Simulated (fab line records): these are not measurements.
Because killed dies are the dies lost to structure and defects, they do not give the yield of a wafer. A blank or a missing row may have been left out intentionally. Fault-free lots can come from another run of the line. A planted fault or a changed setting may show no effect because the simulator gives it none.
fab line records	flow n5_finfet
record lots=7	wafers=39
route steps=1938 shown ZERO_LAYER@11 FIN_SAQP@130 MOL_CONTACT_COAG@537 BEOL_M0_SAQP@672 BEOL_M1@753 BEOL_M5@1112 BEOL_M8@1368
start_h: hours from the record's opening day to when the first of the lot's shown wafers began	wait_h: hours since the lot's step before	" identical to the entry in the row above	L1.1+2: several wafers, shown together as one row	- either no value or no given start	* or withheld: withheld	< > ~ a bound
route shown NAME@n: a module of which the file shows steps, and the number in the route of the first	usual: mean/standard deviation taken from wafers without a fault	same: alike in all rows	chamber/n: place in a boat	sites: readings site by site	_std_site: how widely they spread, as a standard deviation	_edge_site: inner sites' mean taken away from outer sites' mean	radius_mm: for every site, how far away it sits from the centre of the wafer	mask NAME#n: copy n	behind: the most recent tool/chamber to have shaped the wafer	hold: the reason the lot was held/the length of the hold in hours/how it ended	device: the transistor (n, p or np) that didn't switch	end of line: the route-end tests of the same wafers	for a step that has no rows: nothing shown but its recipe	killed: dies lost to structure and defects at the first sort, not the wafer's yield	map: per-die view of a wafer (x killed, . not killed, _ where there is no die)
set.NAME: the setting the step ran with; set.NAME@STEP: the setting that earlier step ran with	model.NAME: the simulator's own value behind a step, which no gauge read
lots whose settings were changed on purpose; a table a step, a row a wafer
## steps
# step N5_ZERO_LAYER_DEVELOP_10
# recipe develop_time_s=60	rinse_liquid=diw	dry=air_spin	dev_temp_c=21
lot.wafer	tool	chamber	start_h	wait_h	set.develop_time_s
L077.1+2+3	litho_track-05	0	-	-	60
L077.4+5+6	"	0	"	"	50.8
L079.3+4+5	litho_track-03	0	-	-	60
L083.1+2+3+4+5+6	litho_track-03	0	-	-	60
L084.1+3+5	litho_track-01	0	-	-	70.06
L084.2+4+6	"	0	"	"	60
L086.1+2+3	litho_track-05	0	-	-	79.24
L086.4+5+6	"	0	"	"	60
L092.1+2+4	litho_track-01	0	-	-	94.88
L092.3+5+6	"	0	"	"	60
L095.1+3+6	litho_track-01	0	-	-	60
L095.2+4+5	"	0	"	"	26.33
# step N5_ZERO_LAYER_HARDBAKE_23
# recipe temp_c=130	time_s=120
# step N5_ZERO_LAYER_CD_MEAS_11
# recipe target_cd_nm=2000	landing_energy_ev=500	detector=se_inlens
# usual cd_nm=1999.9/1.7
lot.wafer	tool	chamber	start_h	wait_h	set.develop_time_s@ZERO_LAYER_DEVELOP_10	cd_nm
L077.1	cd_sem-02	0	30.98	-	60	2003.5
L077.2	"	0	"	"	60	2002.8
L077.3	"	0	"	"	60	2002.9
L077.4	"	0	"	"	50.8	2000.4
L077.5	"	0	"	"	50.8	1998.6
L077.6	"	0	"	"	50.8	1998.7
L079.3	cd_sem-03	0	42.81	-	60	2000.6
L079.4	"	0	"	"	60	1999.6
L079.5	"	0	"	"	60	1999.1
L083.1	cd_sem-03	0	66.64	-	60	2001.5
L083.2	"	0	"	"	60	2000.8
L083.3	"	0	"	"	60	2001.5
L083.4	"	0	"	"	60	2001.3
L083.5	"	0	"	"	60	1999.3
L083.6	"	0	"	"	60	1999.6
L084.1	cd_sem-02	0	72.65	-	70.06	2001.1
L084.2	"	0	"	"	60	1998.3
L084.3	"	0	"	"	70.06	2001.2
L084.4	"	0	"	"	60	2000.1
L084.5	"	0	"	"	70.06	2002.8
L084.6	"	0	"	"	60	1998.4
L086.1	cd_sem-03	0	84.83	-	79.24	2009.2
L086.2	"	0	"	"	79.24	2009.0
L086.3	"	0	"	"	79.24	2008.3
L086.4	"	0	"	"	60	2002.0
L086.5	"	0	"	"	60	2002.2
L086.6	"	0	"	"	60	2001.3
L092.1	cd_sem-03	0	120.77	-	94.88	2007.9
L092.2	"	0	"	"	94.88	2008.7
L092.3	"	0	"	"	60	1997.2
L092.4	"	0	"	"	94.88	2009.2
L092.5	"	0	"	"	60	2000.5
L092.6	"	0	"	"	60	1998.8
L095.1	cd_sem-02	0	138.77	-	60	1999.5
L095.2	"	0	"	"	26.33	1986.0
L095.3	"	0	"	"	60	2001.7
L095.4	"	0	"	"	26.33	1984.0
L095.5	"	0	"	"	26.33	1983.8
L095.6	"	0	"	"	60	1999.9
# step N5_ZERO_LAYER_DESCUM_16
# recipe chemistry=O2	time_s=7.9	source_power_w=50	bias_power_w=20	pressure_mtorr=20	rf_frequency_hz=2.712e+07	temp_c=40	o2_flow_sccm=225
lot.wafer	tool	chamber	start_h	wait_h	set.develop_time_s@ZERO_LAYER_DEVELOP_10	model.ZERO_LAYER.cd_nm
L077.1+2+3	rie_diel-04	3,0,2	31.02	0.0	60	2003
L077.4	"	1	"	"	50.8	2000
L077.5+6	"	0,3	"	"	50.8	1999
L079.3+4	rie_diel-04	3,2	42.85	0.0	60	2000
L079.5	"	3	"	"	60	1999
L083.1+5	rie_diel-01	2,3	66.68	0.0	60	-
L083.2	"	1	"	"	60	2001
L083.3+4	"	3,1	"	"	60	2002
L083.6	"	2	"	"	60	2000
L084.1+3	rie_diel-06	1,2	72.78	0.1	70.06	2001
L084.2+6	"	3,1	"	"	60	1998
L084.4	"	0	"	"	60	2000
L084.5	"	2	"	"	70.06	2003
L086.1+2	rie_diel-01	1,0	84.89	0.1	79.24	2009
L086.3	"	3	"	"	79.24	2008
L086.4+5+6	"	2,2,1	"	"	60	2002
L092.1+2	rie_diel-01	3,2	121.50	0.7	94.88	2008
L092.3	"	0	"	"	60	1997
L092.4	"	1	"	"	94.88	2009
L092.5	"	1	"	"	60	2001
L092.6	"	0	"	"	60	1999
L095.1+6	rie_diel-04	3	138.80	0.0	60	2000
L095.2	"	1	"	"	26.33	1986
L095.3	"	0	"	"	60	2002
L095.4+5	"	2	"	"	26.33	1984
# step N5_FIN_SAQP_ETCH_65
# recipe chemistry=CF4	target=SiO2	target_depth_a=40	ion_energy_ev=350	time_s=4.4	pressure_mtorr=10	icp_w=800	bias_w=400	cf4_flow_sccm=80
lot.wafer	tool	chamber	start_h	wait_h	set.time_s	model.etch.depth_nm
L077.1	rie_si-05	1	42.71	0.1	4.4	4.023
L077.2	"	0	"	"	4.4	3.902
L077.3	"	2	"	"	4.4	3.924
L077.4	"	3	"	"	4.4	3.954
L077.5	"	2	"	"	4.4	3.966
L077.6	"	1	"	"	4.4	4.006
L079.3	rie_si-05	0	56.06	0.1	4.4	3.939
L079.4	"	1	"	"	4.4	4.047
L079.5	"	1	"	"	4.4	4.029
L083.1	rie_si-06	3	77.51	0.1	4.4	4.074
L083.2	"	1	"	"	6.237	5.666
L083.3	"	0	"	"	6.237	5.755
L083.4	"	2	"	"	4.4	4.044
L083.5	"	3	"	"	4.4	4.049
L083.6	"	2	"	"	6.237	5.75
L084.1	rie_si-05	1	83.97	0.1	5.658	5.201
L084.2	"	3	"	"	4.4	4.051
L084.3	"	2	"	"	5.658	5.125
L084.4	"	2	"	"	5.658	5.17
L084.5	"	1	"	"	4.4	4.041
L084.6	"	3	"	"	4.4	4.043
L086.1	rie_si-04	2	97.32	0.1	6.93	6.317
L086.2	"	0	"	"	4.4	3.968
L086.3	"	1	"	"	6.93	6.379
L086.4	"	3	"	"	6.93	6.148
L086.5	"	0	"	"	4.4	3.929
L086.6	"	1	"	"	4.4	4.096
L092.1	rie_si-06	1	132.45	0.1	5.496	4.934
L092.2	"	3	"	"	5.496	5.002
L092.3	"	0	"	"	5.496	5.016
L092.4	"	2	"	"	4.4	4.034
L092.5	"	0	"	"	4.4	4.003
L092.6	"	3	"	"	4.4	3.987
L095.1	rie_si-06	1	150.80	0.1	3.306	3.02
L095.2	"	3	"	"	4.4	4.052
L095.3	"	0	"	"	4.4	4.04
L095.4	"	2	"	"	4.4	4.044
L095.5	"	1	"	"	3.306	3.009
L095.6	"	0	"	"	3.306	3.048
# step N5_MOL_CONTACT_COAG_ETCH_15
# recipe chemistry=CH3F/O2	target=SiNx	target_depth_a=70	mask_material=SOC	stop_on=Si:P	over_etch_frac=0.75	ion_energy_ev=120	pressure_mtorr=30	source_w=395	bias_w=73	Ar_flow_sccm=150	CH3F_flow_sccm=30	O2_flow_sccm=20
lot.wafer	tool	chamber	start_h	wait_h	set.target_depth_a	model.SOC_of_MOL_CONTACT_COAG_COAT_103.thk_nm
L077.1	rie_diel-02	3	105.21	0.0	46.65	76.2
L077.2	"	2	"	"	46.65	76.4
L077.3+6	"	0,1	"	"	70	75.6
L077.4	"	1	"	"	70	75.4
L077.5	"	0	"	"	46.65	76.8
L079.3	rie_diel-03	0	119.32	0.0	70	75.8
L079.4+5	"	2,3	"	"	70	75.4
L083.1+2+5	rie_diel-02	2,0,0	140.43	0.0	70	75.8
L083.3+4+6	"	3,1,3	"	"	70	75.6
L084.1+4+5+6	rie_diel-03	3,1,2,3	145.03	0.0	70	75.2
L084.2+3	"	1,2	"	"	70	75.4
L086.1+3+4+6	rie_diel-05	1,0,2,0	164.95	0.0	70	75.4
L086.2	"	3	"	"	70	75.2
L086.5	"	1	"	"	70	75.6
L092.1+6	rie_diel-02	0	196.73	0.0	70	75.8
L092.2	"	3	"	"	70	75.6
L092.3	"	1	"	"	33.92	77.4
L092.4+5	"	3,1	"	"	33.92	77.6
L095.1	rie_diel-03	2	215.43	0.0	70	75.2
L095.2+5+6	"	3,3,2	"	"	48.95	76.2
L095.3+4	"	1,0	"	"	70	75.4
# step N5_BEOL_M0_SAQP_ETCH_106
# recipe chemistry=N2/H2	target=SOC	target_depth_a=1500	stop_on=SiNx	ion_energy_ev=100	bias_w=61	pressure_mtorr=30	source_w=850	n2_flow_sccm=200	h2_flow_sccm=200
lot.wafer	tool	chamber	start_h	wait_h	set.target_depth_a	model.SOC_of_BEOL_M0_SAQP_COAT_105.thk_nm
L077.1	rie_diel-01	3	129.08	-	1500	25
L077.2	"	0	"	"	1500	22.4
L077.3	"	1	"	"	1500	24
L077.4	"	1	"	"	1500	23.4
L077.5	"	3	"	"	1500	25.2
L077.6	"	0	"	"	1500	22.8
L079.3	rie_diel-04	3	140.97	-	1500	23.8
L079.4	"	0	"	"	1500	23
L079.5	"	1	"	"	1500	23.4
L083.1+2+4	rie_diel-01	2,1,2	162.03	-	2215	0
L083.3	"	0	"	"	1500	23.8
L083.5	"	0	"	"	1500	24.4
L083.6	"	1	"	"	1500	23
L084.1	rie_diel-01	0	168.97	-	725	63.2
L084.2+4	"	1,0	"	"	725	63.4
L084.3	"	2	"	"	1500	23.4
L084.5	"	2	"	"	1500	23.8
L084.6	"	1	"	"	1500	23.6
L086.1	rie_diel-01	2	184.97	-	1500	23.8
L086.2	"	1	"	"	970.6	51.4
L086.3	"	3	"	"	1500	21.8
L086.4	"	0	"	"	970.6	51.6
L086.5	"	2	"	"	970.6	50.6
L086.6	"	1	"	"	1500	24.6
L092.1	rie_diel-06	3	220.07	-	1500	25.2
L092.2	"	0	"	"	1100	42.8
L092.3	"	2	"	"	1500	20.4
L092.4	"	1	"	"	1100	44.8
L092.5	"	1	"	"	1100	45.2
L092.6	"	0	"	"	1500	22.8
L095.1	rie_diel-01	1	237.19	-	1500	24.4
L095.2	"	0	"	"	1931	2.8
L095.3	"	3	"	"	1931	0
L095.4	"	2	"	"	1500	23.4
L095.5	"	0	"	"	1931	2.6
L095.6	"	1	"	"	1500	24
# step N5_BEOL_M0_SAQP_ETCH_107
# recipe chemistry=CH3F/O2	target=SiNx	target_depth_a=300	mask_material=SOC	pressure_mtorr=30	source_w=395	bias_w=73	Ar_flow_sccm=150	CH3F_flow_sccm=30	O2_flow_sccm=20	ion_energy_ev=120
lot.wafer	tool	chamber	start_h	wait_h	set.target_depth_a@BEOL_M0_SAQP_ETCH_106	model.SOC_of_BEOL_M0_SAQP_COAT_105.thk_nm
L077.1+5	rie_diel-01	3	129.14	0.0	1500	14.4
L077.2	"	0	"	"	1500	11.4
L077.3	"	1	"	"	1500	13
L077.4	"	1	"	"	1500	12.4
L077.6	"	0	"	"	1500	11.8
L079.3	rie_diel-04	3	141.03	0.0	1500	12.8
L079.4	"	0	"	"	1500	12
L079.5	"	1	"	"	1500	12.2
L083.1+2+4	rie_diel-01	2,1,2	162.09	0.0	2215	0
L083.3	"	0	"	"	1500	12.8
L083.5	"	0	"	"	1500	13.4
L083.6	"	1	"	"	1500	12.2
L084.1+4	rie_diel-01	0	169.03	0.0	725	52.4
L084.2	"	1	"	"	725	52.6
L084.3	"	2	"	"	1500	12.4
L084.5+6	"	2,1	"	"	1500	12.8
L086.1	rie_diel-01	2	185.03	0.0	1500	12.8
L086.2	"	1	"	"	970.6	40.4
L086.3	"	3	"	"	1500	10.6
L086.4	"	0	"	"	970.6	40.6
L086.5	"	2	"	"	970.6	39.6
L086.6	"	1	"	"	1500	13.6
L092.1	rie_diel-06	3	220.13	0.0	1500	14.4
L092.2	"	0	"	"	1100	31.6
L092.3	"	2	"	"	1500	9
L092.4	"	1	"	"	1100	34
L092.5	"	1	"	"	1100	34.4
L092.6	"	0	"	"	1500	11.8
L095.1	rie_diel-01	1	237.25	0.0	1500	13.6
L095.2+3+5	"	0,3,0	"	"	1931	0
L095.4	"	2	"	"	1500	12.4
L095.6	"	1	"	"	1500	13.2
# step N5_BEOL_M1_PECVD_72
# recipe material=SiO2	target_thk_a=160	temp_c=400	precursor=TEOS/O2	pressure_torr=5.5	rf_w=450	teos_flow_sccm=53.8	gas=O2	flow_sccm=3000	time_s=18
lot.wafer	tool	chamber	start_h	wait_h	set.time_s	model.SiO2_of_BEOL_M1_PECVD_72.thk_nm
L077.1+3	pecvd-02	1,0	146.30	0.0	18	16.2
L077.2	"	2	"	"	28.11	24.2
L077.4	"	2	"	"	28.11	24.6
L077.5	"	0	"	"	28.11	25.2
L077.6	"	1	"	"	18	16
L079.3	pecvd-03	1	151.24	0.1	18	16
L079.4+5	"	1,2	"	"	18	16.2
L083.1	pecvd-02	2	170.34	0.0	27.52	23.6
L083.2	"	0	"	"	18	16.4
L083.3	"	1	"	"	27.52	24.2
L083.4+5	"	2,1	"	"	18	16
L083.6	"	0	"	"	27.52	24.6
L084.1	pecvd-01	1	177.53	0.0	23.11	20.2
L084.2	"	2	"	"	18	15.8
L084.3+6	"	1,2	"	"	23.11	20.6
L084.4+5	"	2,1	"	"	18	16.2
L086.1+6	pecvd-01	2	195.36	0.0	12.36	11.4
L086.2	"	0	"	"	18	16.2
L086.3	"	1	"	"	18	16
L086.4	"	1	"	"	12.36	11.6
L086.5	"	0	"	"	18	16.4
L092.1	pecvd-02	0	229.80	0.0	8.186	7.2
L092.2	"	1	"	"	18	15.6
L092.3+5	"	1,0	"	"	18	16
L092.4+6	"	0,1	"	"	8.186	7.4
L095.1	pecvd-03	0	249.74	0.0	18	15.8
L095.2+3	"	1,2	"	"	22.12	19.4
L095.4	"	2	"	"	18	16.4
L095.5	"	0	"	"	18	16.2
L095.6	"	1	"	"	22.12	19.6
# step N5_BEOL_M5_ILD_DEP_00
# recipe material=SiCOH_lowk	target_thk_a=1406.4	temp_c=300	precursor=DEMS/porogen	pressure_torr=5	rf_w=500	time_s=25.9
lot.wafer	tool	chamber	start_h	wait_h	set.target_thk_a	model.SiCOH_lowk_of_BEOL_M5_ILD_DEP_00.thk_nm
L077.1	pecvd-02	0	205.16	0.8	1406.4	141
L077.2	"	1	"	"	2006	198.2
L077.3	"	1	"	"	1406.4	142
L077.4	"	0	"	"	2006	202
L077.5	"	1	"	"	1406.4	141.8
L077.6	"	0	"	"	2006	202.2
L079.3	pecvd-03	2	224.84	0.5	1406.4	139.6
L079.4	"	0	"	"	1406.4	143
L079.5	"	1	"	"	1406.4	143.6
L083.1	pecvd-02	1	250.11	0.8	1406.4	138.8
L083.2	"	0	"	"	1868	183.6
L083.3	"	2	"	"	1406.4	139
L083.4	"	2	"	"	1406.4	139.8
L083.5	"	1	"	"	1868	185.2
L083.6	"	0	"	"	1868	188.2
L084.1	pecvd-02	1	257.90	0.8	573	58.2
L084.2	"	0	"	"	573	56.4
L084.3	"	2	"	"	573	56
L084.4	"	0	"	"	1406.4	140.4
L084.5	"	2	"	"	1406.4	141
L084.6	"	1	"	"	1406.4	141.2
L086.1	pecvd-03	1	258.28	0.8	1406.4	140.2
L086.2	"	0	"	"	1406.4	141.2
L086.3	"	2	"	"	979.4	97.6
L086.4	"	1	"	"	1406.4	143.2
L086.5	"	0	"	"	979.4	98.2
L086.6	"	2	"	"	979.4	99.4
L092.1	pecvd-03	1	307.06	0.8	1816	180.2
L092.2	"	2	"	"	1406.4	140.6
L092.3	"	0	"	"	1406.4	141.6
L092.4	"	0	"	"	1816	184.2
L092.5	"	2	"	"	1816	184.4
L092.6	"	1	"	"	1406.4	143.4
L095.1	pecvd-01	1	318.45	0.8	1406.4	139
L095.2	"	2	"	"	1406.4	140.4
L095.3	"	0	"	"	2027	202
L095.4	"	2	"	"	1406.4	142
L095.5	"	1	"	"	2027	204.6
L095.6	"	0	"	"	2027	203.2
# step N5_BEOL_M5_CURE_79
# recipe temp_c=385	time_s=240	ambient=He/Ar	material=SiCOH_lowk
lot.wafer	tool	chamber	start_h	wait_h	set.target_thk_a@BEOL_M5_ILD_DEP_00	model.SiCOH_lowk_of_BEOL_M5_ILD_DEP_00.thk_nm
L077.1	uv_cure-02	2	205.24	0.1	1406.4	121.4
L077.2	"	2	"	"	2006	171.2
L077.3	"	2	"	"	1406.4	122.2
L077.4	"	2	"	"	2006	174.4
L077.5	"	2	"	"	1406.4	122
L077.6	"	2	"	"	2006	174.6
L079.3	uv_cure-01	1	225.06	0.2	1406.4	120.2
L079.4	"	1	"	"	1406.4	123
L079.5	"	1	"	"	1406.4	123.6
L083.1	uv_cure-03	2	250.18	0.0	1406.4	119.4
L083.2	"	2	"	"	1868	158.4
L083.3	"	2	"	"	1406.4	119.6
L083.4	"	2	"	"	1406.4	120.2
L083.5	"	2	"	"	1868	159.8
L083.6	"	2	"	"	1868	162.4
L084.1	uv_cure-02	1	257.96	0.0	573	49.8
L084.2	"	1	"	"	573	48.2
L084.3	"	1	"	"	573	48
L084.4	"	1	"	"	1406.4	120.8
L084.5	"	1	"	"	1406.4	121.4
L084.6	"	1	"	"	1406.4	121.6
L086.1	uv_cure-03	2	258.34	0.0	1406.4	120.6
L086.2	"	2	"	"	1406.4	121.6
L086.3	"	2	"	"	979.4	83.8
L086.4	"	2	"	"	1406.4	123.2
L086.5	"	2	"	"	979.4	84.4
L086.6	"	2	"	"	979.4	85.4
L092.1	uv_cure-01	0	307.12	0.0	1816	155.4
L092.2	"	0	"	"	1406.4	120.8
L092.3	"	0	"	"	1406.4	121.8
L092.4+5	"	0	"	"	1816	159
L092.6	"	0	"	"	1406.4	123.4
L095.1	uv_cure-01	1	318.51	0.0	1406.4	119.6
L095.2	"	1	"	"	1406.4	120.8
L095.3	"	1	"	"	2027	174.4
L095.4	"	1	"	"	1406.4	122.2
L095.5	"	1	"	"	2027	176.8
L095.6	"	1	"	"	2027	175.6
# step N5_BEOL_M5_THK_MEAS_01
# recipe reads=SiCOH_lowk_of_BEOL_M5_ILD_DEP_00
# usual M5_ILD_THK=121.5/1.6
lot.wafer	tool	chamber	start_h	wait_h	set.target_thk_a@BEOL_M5_ILD_DEP_00	M5_ILD_THK[nm]
L077.1	film_metro-02	-	206.23	0.8	1406.4	121.3
L077.2	"	-	"	"	2006	171.1
L077.3	"	-	"	"	1406.4	122.3
L077.4	"	-	"	"	2006	174.3
L077.5	"	-	"	"	1406.4	121.9
L077.6	"	-	"	"	2006	174.6
L079.3	film_metro-01	-	225.42	0.3	1406.4	120.1
L079.4	"	-	"	"	1406.4	123.0
L079.5	"	-	"	"	1406.4	123.6
L083.1	film_metro-02	-	250.69	0.4	1406.4	119.3
L083.2	"	-	"	"	1868	158.4
L083.3	"	-	"	"	1406.4	119.4
L083.4	"	-	"	"	1406.4	120.3
L083.5	"	-	"	"	1868	159.7
L083.6	"	-	"	"	1868	162.3
L084.1	film_metro-01	-	258.48	0.4	573	49.8
L084.2	"	-	"	"	573	48.2
L084.3	"	-	"	"	573	48.0
L084.4	"	-	"	"	1406.4	120.9
L084.5	"	-	"	"	1406.4	121.4
L084.6	"	-	"	"	1406.4	121.6
L086.1	film_metro-01	-	258.85	0.4	1406.4	120.7
L086.2	"	-	"	"	1406.4	121.6
L086.3	"	-	"	"	979.4	83.8
L086.4	"	-	"	"	1406.4	123.3
L086.5	"	-	"	"	979.4	84.4
L086.6	"	-	"	"	979.4	85.4
L092.1	film_metro-02	-	308.12	0.8	1816	155.5
L092.2	"	-	"	"	1406.4	120.9
L092.3	"	-	"	"	1406.4	121.9
L092.4	"	-	"	"	1816	158.9
L092.5	"	-	"	"	1816	159.1
L092.6	"	-	"	"	1406.4	123.3
L095.1	film_metro-02	-	319.50	0.8	1406.4	119.5
L095.2	"	-	"	"	1406.4	120.7
L095.3	"	-	"	"	2027	174.3
L095.4	"	-	"	"	1406.4	122.4
L095.5	"	-	"	"	2027	176.8
L095.6	"	-	"	"	2027	175.6
# step N5_BEOL_M8_DESCUM_33
# recipe chemistry=O2	time_s=7	source_power_w=50	bias_power_w=20	pressure_mtorr=20	rf_frequency_hz=2.712e+07	temp_c=40	resist=CAR-EUV	o2_flow_sccm=225
lot.wafer	tool	chamber	start_h	wait_h	set.time_s	model.CAR-EUV_of_BEOL_M8_COAT_22.thk_nm
L077.1+4	rie_diel-02	3,0	243.80	0.0	9.744	24.6
L077.2+6	"	1,2	"	"	7	26
L077.3	"	2	"	"	9.744	24.8
L077.5	"	3	"	"	7	26.2
L079.3+4+5	rie_diel-03	2,3,0	261.69	0.0	7	26
L083.1+3	rie_diel-02	0,2	288.59	0.0	7	25.8
L083.2+4+5+6	"	1,3,0,1	"	"	7	26
L084.1+4+6	rie_diel-03	3,3,0	295.59	0.0	3.396	27.8
L084.2+3+5	"	0,2,2	"	"	7	26
L086.1	rie_diel-02	2	295.84	0.2	10.91	24.2
L086.2+3	"	3,0	"	"	10.91	24
L086.4+5+6	"	1,2,1	"	"	7	26
L092.1+2+3+4+5+6	rie_diel-03	3,2,1,0,1,0	340.08	0.0	7	26.2
L095.1+3+6	rie_diel-03	0,3,2	352.81	0.0	7	26
L095.2+4+5	"	2,1,3	"	"	9.451	24.8
# step N5_BEOL_M8_ETCH_72
# recipe chemistry=N2/H2	target=underlayer	target_depth_a=65	mask_material=CAR-EUV	time_s=5.2	ion_energy_ev=200	pressure_mtorr=30	source_w=840	bias_w=150	n2_flow_sccm=200	h2_flow_sccm=200	ends=cleared
# step N5_BEOL_M8_ETCH_65
# recipe chemistry=CF4	target=SiARC	target_depth_a=156	mask_material=CAR-EUV	time_s=26	ion_energy_ev=80	pressure_mtorr=40	source_w=545	bias_w=36	Ar_flow_sccm=100	cf4_flow_sccm=100	ends=cleared
lot.wafer	tool	chamber	start_h	wait_h	set.time_s@BEOL_M8_DESCUM_33	model.CAR-EUV_of_BEOL_M8_COAT_22.thk_nm
L077.1+3+4	rie_diel-02	3,2,0	243.86	0.0	9.744	9.8
L077.2+6	"	1,2	"	"	7	11
L077.5	"	3	"	"	7	11.2
L079.3+4	rie_diel-03	2,3	261.74	0.0	7	11
L079.5	"	0	"	"	7	11.2
L083.1+2+3+4+5+6	rie_diel-02	0,1,2,3,0,1	288.65	0.0	7	11
L084.1+4+6	rie_diel-03	3,3,0	295.64	0.0	3.396	12.8
L084.2	"	0	"	"	7	11.2
L084.3+5	"	2	"	"	7	11
L086.1+2+3	rie_diel-02	2,3,0	295.90	0.0	10.91	9.2
L086.4+6	"	1	"	"	7	11
L086.5	"	2	"	"	7	11.2
L092.1+2+3+4+5	rie_diel-03	3,2,1,0,1	340.13	0.0	7	11.2
L092.6	"	0	"	"	7	11.4
L095.1+6	rie_diel-03	0,2	352.86	0.0	7	11.2
L095.2+5	"	2,3	"	"	9.451	9.8
L095.3	"	3	"	"	7	11
L095.4	"	1	"	"	9.451	10
## key
split step=N5_ZERO_LAYER_DEVELOP_10	setting=develop_time_s	stated=60	by=wafer
response step=N5_ZERO_LAYER_CD_MEAS_11	reading=cd_nm	change=+0.22	per=1%	r=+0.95
response step=N5_ZERO_LAYER_DESCUM_16	reading=model.ZERO_LAYER.cd_nm	change=+0.221	per=1%	r=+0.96
split step=N5_FIN_SAQP_ETCH_65	setting=time_s	stated=4.4	by=wafer
response step=N5_FIN_SAQP_ETCH_65	reading=model.etch.depth_nm	change=+0.0398	per=1%	r=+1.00
split step=N5_MOL_CONTACT_COAG_ETCH_15	setting=target_depth_a	stated=70	by=wafer
response step=N5_MOL_CONTACT_COAG_ETCH_15	reading=model.SOC_of_MOL_CONTACT_COAG_COAT_103.thk_nm	change=-0.0321	per=1%	r=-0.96
split step=N5_BEOL_M0_SAQP_ETCH_106	setting=target_depth_a	stated=1500	by=wafer
response step=N5_BEOL_M0_SAQP_ETCH_106	reading=model.SOC_of_BEOL_M0_SAQP_COAT_105.thk_nm	change=-0.696	per=1%	r=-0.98
response step=N5_BEOL_M0_SAQP_ETCH_107	reading=model.SOC_of_BEOL_M0_SAQP_COAT_105.thk_nm	change=-0.596	per=1%	r=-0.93
split step=N5_BEOL_M1_PECVD_72	setting=time_s	stated=18	by=wafer
response step=N5_BEOL_M1_PECVD_72	reading=model.SiO2_of_BEOL_M1_PECVD_72.thk_nm	change=+0.153	per=1%	r=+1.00
split step=N5_BEOL_M5_ILD_DEP_00	setting=target_thk_a	stated=1406.4	by=wafer
response step=N5_BEOL_M5_ILD_DEP_00	reading=model.SiCOH_lowk_of_BEOL_M5_ILD_DEP_00.thk_nm	change=+1.41	per=1%	r=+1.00
response step=N5_BEOL_M5_CURE_79	reading=model.SiCOH_lowk_of_BEOL_M5_ILD_DEP_00.thk_nm	change=+1.23	per=1%	r=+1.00
response step=N5_BEOL_M5_THK_MEAS_01	reading=M5_ILD_THK	change=+1.23	per=1%	r=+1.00
split step=N5_BEOL_M8_DESCUM_33	setting=time_s	stated=7	by=wafer
response step=N5_BEOL_M8_DESCUM_33	reading=model.CAR-EUV_of_BEOL_M8_COAT_22.thk_nm	change=-0.0349	per=1%	r=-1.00
response step=N5_BEOL_M8_ETCH_65	reading=model.CAR-EUV_of_BEOL_M8_COAT_22.thk_nm	change=-0.0337	per=1%	r=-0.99
